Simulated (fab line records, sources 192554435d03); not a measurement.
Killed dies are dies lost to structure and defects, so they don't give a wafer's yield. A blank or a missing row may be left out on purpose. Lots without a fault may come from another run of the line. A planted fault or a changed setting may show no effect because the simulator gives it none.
Chamber matching | flow n5_finfet | N5_BEOL_M2_ETCH_63 on rie_diel-05: 4 sister chambers
The step etches SiARC in CF4, target depth 15.6 nm, time 26 s. 16 wafers are shown with their chamber, then 8 later ones without.

WAFERS WITH THEIR CHAMBER
wafer  | chamber | showerhead_plenum_p_Torr (Torr) | drypump_motor_current_A (A) | throttle_valve_pct (%)
L074.1 | 2       | 2.29                            | 6.4                         | 15.43
L074.4 | 1       | 2.12                            | 5.4                         | 15.69
L074.5 | 0       | 2.08                            | 5.4                         | 15.48
L075.3 | 3       | 2.09                            | 5.8                         | 15.50
L075.4 | 2       | 2.29                            | 6.5                         | 15.42
L075.6 | 1       | 2.12                            | 5.4                         | 15.69
L076.2 | 1       | 2.12                            | 5.5                         | 15.67
L076.3 | 2       | 2.29                            | 6.5                         | 15.44
L076.5 | 3       | 2.09                            | 5.7                         | 15.50
L078.1 | 3       | 2.09                            | 5.7                         | 15.51
L078.2 | 2       | 2.28                            | 6.5                         | 15.43
L078.6 | 3       | 2.09                            | 5.7                         | 15.50
L079.1 | 0       | 2.08                            | 5.5                         | 15.49
L079.2 | 2       | 2.28                            | 6.5                         | 15.44
L079.5 | 2       | 2.28                            | 6.5                         | 15.45
L088.1 | 3       | 2.08                            | 5.7                         | 15.55

SIGNATURES (means of the wafers above)
reading                  | chamber 0 | chamber 1 | chamber 2 | chamber 3 | scatter within a chamber
showerhead_plenum_p_Torr | 2.0800    | 2.1200    | 2.2850    | 2.0880    | 0.00438
drypump_motor_current_A  | 5.450     | 5.433     | 6.483     | 5.720     | 0.0483
throttle_valve_pct       | 15.4850   | 15.6833   | 15.4350   | 15.5120   | 0.0151
Rule: a wafer's distance from a chamber is the root of the sum, over the readings, of the square of ((its reading less the chamber's mean) divided by the reading's scatter). The wafer belongs to the nearest chamber; if the next one is less than 2 further off, it can't be placed. The scatter: the root of (the sum of the squares of (reading less its chamber's mean) over the shown wafers, divided by (wafers less chambers)).

WAFERS WITHOUT THEIR CHAMBER
wafer  | showerhead_plenum_p_Torr (Torr) | drypump_motor_current_A (A) | throttle_valve_pct (%)
L088.3 | 2.07                            | 5.4                         | 15.51
L088.4 | 2.07                            | 5.4                         | 15.53
L089.3 | 2.28                            | 6.5                         | 15.50
L089.4 | 2.09                            | 5.7                         | 15.57
L089.5 | 2.27                            | 6.4                         | 15.48
L097.1 | 2.11                            | 5.5                         | 15.27
L097.2 | 2.06                            | 5.5                         | 15.55
L097.4 | 2.27                            | 6.5                         | 15.54

WHICH CHAMBER EACH WENT THROUGH
wafer  | from the rows above     | in truth
L088.3 | 0                       | 0
L088.4 | 0                       | 0
L089.3 | 2                       | 2
L089.4 | 3                       | 3
L089.5 | 2                       | 2
L097.1 | can't be placed: 0 or 3 | 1
L097.2 | can't be placed: 0 or 3 | 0
L097.4 | 2                       | 2
Placed correctly: 6 of 8. Can't be placed from these rows: 2 (the true chamber is among the candidates in 1). Placed wrongly: 0.
